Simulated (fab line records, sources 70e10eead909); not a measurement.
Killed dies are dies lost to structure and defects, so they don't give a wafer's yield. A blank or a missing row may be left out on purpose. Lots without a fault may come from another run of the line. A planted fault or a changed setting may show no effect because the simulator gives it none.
A struck lot beside a sound one | flow nand_harc | 41 steps out of a route of 1302
Sound: wafers L942.2, L942.3, L942.6. Struck: wafers L947.4, L947.5, L947.6. The cause comes at the end.
At each step with rows: each side's tool, then ch and its chambers, then its first start. Under that, the readings that differ: sound wafers | struck wafers | difference of the means | sigmas: that difference in standard deviations of wafers without a fault.
alike: readings whose means differ by less than 2 such deviations, and words and numbers that are the same on both sides. not compared: withheld readings, readings that some wafer has no value for, bounds like >300 that may hide the same value, and numbers for which the record gives no deviation and whose values overlap.
The two part at a step that has a row with sigmas, a row that says differs or no value, or rows on one side only. Numbers that don't overlap but have no deviation are shown without sigmas and don't part them. A reading that every wafer of one side lacks parts them only if that side has two wafers or more.

NHARC_P_M2_CD_MEAS_09: target cd 170 nm.
  sound on cd_sem-02 ch 0, day 7 18:23; struck on cd_sem-02 ch 0, day 9 16:29
  alike: cd_nm
NHARC_P_M2_OVL_MEAS_10: pitch 340 nm.
  sound on overlay-01, day 7 18:28; struck on overlay-01, day 9 16:34
  alike: overlay_x_nm, overlay_y_nm
NHARC_P_M2_INSPECT_11:
  sound on defect_inspect-02, day 7 18:30; struck on defect_inspect-01, day 9 16:36
  alike: raw_defect_count
then, 1 step without rows for these wafers: NHARC_P_M2_DESCUM_14 (chemistry O2, time 3 s).
NHARC_P_M2_ETCH_35: etches the open film in N2/H2, target depth 40 nm, overetch 12 nm, time 43.94 s.
  sound on rie_diel-03 ch 0,2,3, day 7 18:39; struck on rie_diel-11 ch 0,1, day 9 16:45
  alike: drypump_motor_current_A, mfc_ar_sccm, oes_product_au, rf_vpp_V, showerhead_plenum_p_Torr, throttle_valve_pct
  not compared: rf_hours_counter_h
then, 1 step without rows for these wafers: NHARC_P_M2_ETCH_15 (etches the open film in C4F8/Ar, target depth 182.5 nm, time 91.2 s).
NHARC_P_M2_CD_MEAS_16:
  sound on cd_sem-03, day 7 18:52; struck on cd_sem-02, day 9 16:58
  alike: cd_nm
then, 1 step without rows for these wafers: NHARC_P_M2_STRIP_18 (strips in N2/H2).
NHARC_P_M2_ETCH_28: etches the open film in CF4/N2, target depth 30 nm, time 72.99 s.
  sound on rie_diel-03 ch 0,2; struck on rie_diel-05 ch 0,1,2
  alike: drypump_motor_current_A, mfc_ar_sccm, oes_product_au, rf_vpp_V, showerhead_plenum_p_Torr, throttle_valve_pct
  not compared: rf_hours_counter_h
then, 1 step without rows for these wafers: NHARC_P_M2_STRIP_19 (strips in post etch residue remover, time 600 s).
NHARC_P_M2_DEGAS_29: time 60 s.
  sound on pvd_sputter-02, day 7 19:34; struck on pvd_sputter-01, day 9 17:41
  alike: heater_power_w
then, 1 step without rows for these wafers: NHARC_P_M2_PRE_CLEAN_30 (time 30 s).
NHARC_P_M2_PVD_20: deposits TaN, target thk 5 nm, time 8.06 s.
  sound on pvd_sputter-02, day 7 19:42; struck on pvd_sputter-01, day 9 17:49
  alike: throttle_valve_pct
then, 4 steps without rows for these wafers: NHARC_P_M2_PVD_21 (deposits Cu, target thk 30 nm, time 20.49 s); NHARC_P_M2_ECD_22 (material Cu, target thk 400 nm); NHARC_P_M2_ANNEAL_31 (time 90 s); NHARC_P_M2_CMP_23 (polishes, t overpolish 20 s, target thk 144.3 nm).
NHARC_P_M2_THK_MEAS_24: measures by xrf.
  sound on film_metro-01, day 7 20:58; struck on film_metro-01, day 9 19:05
  alike: thk_nm
then, 5 steps without rows for these wafers: NHARC_P_M2_SRD_25; NHARC_P_M2_PRE_CLEAN_32 (time 12 s); NHARC_P_M2_DEP_33 (deposits SiCN, target thk 30 nm); NHARC_P_BONDPAD_DEP_00 (deposits SiCN, target thk 250 nm); NHARC_P_BONDPAD_CMP_32 (polishes SiCN, target thk 200 nm).
NHARC_P_BONDPAD_THK_MEAS_33: measures by ellipsometry.
  sound on film_metro-01, day 7 22:20; struck on film_metro-01, day 9 20:27
  alike: thk_nm
then, 10 steps without rows for these wafers: NHARC_P_BONDPAD_SRD_34; NHARC_P_BONDPAD_DEHYDRATE_01 (time 120 s); NHARC_P_BONDPAD_HMDS_02 (time 30 s); NHARC_P_BONDPAD_COAT_36 (time 65 s); NHARC_P_BONDPAD_COAT_03 (resist thk 600 nm); NHARC_P_BONDPAD_SOFTBAKE_04 (time 70 s); NHARC_P_BONDPAD_EBR_05; NHARC_P_BONDPAD_EXPOSE_06 (exposes mask P BPAD); NHARC_P_BONDPAD_PEB_07 (peb time 80 s); NHARC_P_BONDPAD_DEVELOP_08 (time 50 s).
NHARC_P_BONDPAD_CD_MEAS_09: target cd 500 nm.
  sound on cd_sem-02 ch 0, day 7 22:47; struck on cd_sem-02 ch 0, day 9 20:54
  alike: cd_nm
NHARC_P_BONDPAD_OVL_MEAS_38:
  sound on overlay-01, day 7 22:52; struck on overlay-01, day 9 20:59
  reading           | sound    | struck | difference | sigmas
  overlay_x_nm (nm) | -7 -7 -7 | 6 6 6  | +13        | +3
  alike: overlay_y_nm
then, 2 steps without rows for these wafers: NHARC_P_BONDPAD_HARDBAKE_10 (time 65 s); NHARC_P_BONDPAD_DESCUM_11 (chemistry O2, time 3 s).
NHARC_P_BONDPAD_ETCH_37: etches the open film in N2/H2, target depth 60 nm, overetch 18 nm, time 65.91 s.
  sound on rie_diel-12 ch 0,1, day 7 23:05; struck on rie_diel-13 ch 0,1,3, day 9 21:13
  alike: drypump_motor_current_A, mfc_ar_sccm, oes_product_au, rf_vpp_V, showerhead_plenum_p_Torr, throttle_valve_pct
  not compared: rf_hours_counter_h
NHARC_P_BONDPAD_ETCH_12: etches the open film in CHF3/O2, target depth 200 nm, time 100 s.
  sound on rie_diel-12 ch 1,3; struck on rie_diel-13 ch 1,2
  alike: drypump_motor_current_A, mfc_ar_sccm, o2_flow_sccm, oes_product_au, rf_vpp_V, showerhead_plenum_p_Torr, throttle_valve_pct
  not compared: rf_hours_counter_h
-- the record jumps here: 18 days lie between the struck wafers' starts before and after (it left off in module P_BONDPAD and takes up again in module END, whose first step shown is number 1302 of the route) --
NHARC_END_SORT_01:
  the record has rows for the struck wafers here (prober-01 ch 0, day 27 23:59) and none for the sound ones

WHERE THEY PART
First at NHARC_P_BONDPAD_OVL_MEAS_38; last, within this record, at NHARC_END_SORT_01.

WHY: what the simulator had put in
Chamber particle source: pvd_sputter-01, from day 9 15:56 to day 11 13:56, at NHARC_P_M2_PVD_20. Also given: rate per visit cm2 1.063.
